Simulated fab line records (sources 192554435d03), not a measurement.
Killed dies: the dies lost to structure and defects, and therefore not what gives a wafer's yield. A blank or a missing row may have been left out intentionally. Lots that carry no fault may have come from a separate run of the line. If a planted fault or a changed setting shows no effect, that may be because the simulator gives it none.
Chamber matching | flow n5Finfet | N5_BEOL_M8_CURE_74 on uvCure-03: 3 sister chambers
The step cures SiCOH lowk, time 240 s. 6 wafers are shown with their chamber, then 8 later ones without.

== WAFERS WITH THEIR CHAMBER ==
wafer  | chamber | wafer_temp_C_max | lampPowerPct (%)
L075.4 | 2       | 386.7            | 52.27
L075.5 | 2       | 387.4            | 52.35
L077.6 | 0       | 386.4            | 52.24
L081.3 | 1       | 387.3            | 52.27
L081.5 | 1       | 387.1            | 52.23
L085.1 | 0       | 386.2            | 52.29

== WAFERS WITHOUT THEIR CHAMBER ==
wafer  | wafer_temp_C_max | lampPowerPct (%)
L085.5 | 386.5            | 52.36
L085.6 | 386.7            | 52.38
L089.1 | 386.2            | 52.28
L089.2 | 386.3            | 52.25
L089.5 | 386.3            | 52.29
L094.2 | 386.8            | 52.37
L094.3 | 387.0            | 52.39
L094.5 | 387.7            | 52.37

== WHICH CHAMBER EACH WENT THROUGH ==
wafer  | from the rows above          | in truth
L085.5 | can't be placed: 2 or 0 or 1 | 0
L085.6 | can't be placed: 2 or 0 or 1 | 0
L089.1 | 0                            | 0
L089.2 | 0                            | 0
L089.5 | can't be placed: 0 or 2      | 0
L094.2 | can't be placed: 2 or 0 or 1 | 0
L094.3 | can't be placed: 2 or 1 or 0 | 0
L094.5 | can't be placed: 2 or 1      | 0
Correctly placed: 2 of 8. Not placeable from these rows: 6 (in 5, the candidates include the true chamber). Number placed wrongly: 0.
How it was worked out, from the rows above alone: a wafer's distance from a chamber is the root of the sum, over the readings, of the square of ((its reading less the chamber's mean) divided by the reading's scatter). If the next closest chamber is less than 2 further off than the closest, the wafer can't be placed; otherwise it belongs to the closest. A chamber's mean is the mean of its shown wafers. The scatter: take each reading less its chamber's mean, square it, sum over the shown wafers, divide by the number of wafers less the number of chambers, and take the root.
